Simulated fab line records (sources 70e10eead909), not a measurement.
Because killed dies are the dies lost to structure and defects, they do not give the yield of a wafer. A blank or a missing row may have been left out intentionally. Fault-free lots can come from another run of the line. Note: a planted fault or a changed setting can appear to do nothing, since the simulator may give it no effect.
Matching of chambers | flow nandHarc | NHARC_A_SGD_CUT_CMP_21 on cmp-03 has 4 sister chambers
The step polishes, target thk 148.19 nm. 16 wafers are shown with their chamber, then 8 later ones without.

WAFERS WITH THEIR CHAMBER
wafer  | chamber | motorCurrentA (A) | timeToEndpointS (s)
L078.3 | 1       | 12.6              | 49
L078.4 | 2       | 12.7              | 51
L078.6 | 0       | 11.2              | 47
L077.1 | 3       | 13.8              | 45
L077.2 | 1       | 11.9              | 45
L077.3 | 2       | 11.9              | 50
L077.4 | 0       | 11.5              | 46
L077.5 | 2       | 12.2              | 47
L077.6 | 1       | 12.5              | 46
L075.1 | 3       | 14.3              | 50
L075.3 | 0       | 11.4              | 49
L075.6 | 3       | 12.3              | 51
L083.2 | 2       | 11.8              | 53
L083.4 | 0       | 11.2              | 49
L083.6 | 2       | 11.5              | 52
L084.1 | 0       | 10.6              | 47

SIGNATURES (means of the wafers above)
reading         | chamber 0 | chamber 1 | chamber 2 | chamber 3 | scatter within a chamber
motorCurrentA   | 11.180    | 12.333    | 12.020    | 13.467    | 0.56
timeToEndpointS | 47.60     | 46.67     | 50.60     | 48.67     | 2.19
Rule: a wafer lies at a distance from a chamber equal to the root of the sum of squares, over the readings, of (its reading less the chamber's mean, divided by the reading's scatter). If the next closest chamber is less than 2 further off than the closest, the wafer can't be placed; otherwise it belongs to the closest. The scatter: the root of (the sum of the squares of (reading less its chamber's mean) over the shown wafers, divided by (wafers less chambers)).

WAFERS WITHOUT THEIR CHAMBER
wafer  | motorCurrentA (A) | timeToEndpointS (s)
L084.2 | 11.9              | 50
L084.3 | 12.8              | 50
L091.1 | 12.4              | 51
L091.3 | 11.0              | 49
L091.6 | 11.5              | 49
L097.2 | 13.0              | 49
L097.3 | 11.1              | 48
L097.6 | 10.6              | 48

EACH ONE'S CHAMBER
wafer  | from the rows above               | in truth
L084.2 | can't be placed: 2 or 0 or 1      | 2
L084.3 | can't be placed: 3 or 2 or 1 or 0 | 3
L091.1 | can't be placed: 2 or 1 or 3 or 0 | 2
L091.3 | can't be placed: 0 or 2 or 1      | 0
L091.6 | can't be placed: 0 or 2 or 1      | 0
L097.2 | can't be placed: 3 or 1 or 2      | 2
L097.3 | can't be placed: 0 or 2           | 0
L097.6 | can't be placed: 0 or 2           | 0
Placed correctly: 0 of 8. Not placeable from these rows: 8 (in 8, the candidates include the true chamber). 0 placed wrongly.
